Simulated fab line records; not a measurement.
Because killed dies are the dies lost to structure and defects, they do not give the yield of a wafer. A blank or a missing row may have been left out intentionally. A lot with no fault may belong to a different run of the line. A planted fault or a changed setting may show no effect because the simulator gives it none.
Matching of chambers	flow n5Finfet	N5_BEOL_M10_ALD_74 on aldMetal-04 has 4 sister chambers
The step deposits TaN, target thk 2 nm, pulse time 2 s, purge time 3 s. 8 wafers are shown with their chamber, then 7 later ones without.

## WAFERS PAIRED WITH THEIR CHAMBERS
wafer	chamber	heaterPowerW (W)	susceptorTempC (C)
L080.5	0	472	274.99
L083.3	0	475	275.20
L085.4	2	422	274.62
L085.6	1	369	274.64
L084.1	1	375	275.00
L084.4	2	412	274.92
L076.3	3	346	275.16
L076.4	3	342	274.83

## WAFERS WITH NO CHAMBER GIVEN
wafer	heaterPowerW (W)	susceptorTempC (C)
L076.6	423	274.74
L091.2	349	275.13
L091.5	480	274.69
L091.6	374	275.01
L088.2	467	274.80
L088.3	366	274.85
L088.6	403	275.10

## THE CHAMBER EACH PASSED THROUGH
wafer	from the rows above	in truth
L076.6	2	2
L091.2	3	3
L091.5	0	0
L091.6	1	1
L088.2	0	0
L088.3	1	1
L088.6	2	2
Placed correctly: 7 of 7. Not placeable from these rows: 0. Wrongly placed: 0.
How it was worked out, from the rows above alone: a wafer's distance from a chamber is the root of the sum, over the readings, of the square of ((its reading less the chamber's mean) divided by the reading's scatter). If the next closest chamber is less than 2 further off than the closest, the wafer can't be placed; otherwise it belongs to the closest. Each chamber's mean is taken over the wafers shown for it. The scatter is the square root of a quotient: the sum, over the shown wafers, of each reading's squared deviation from its chamber's mean, divided by wafers minus chambers.
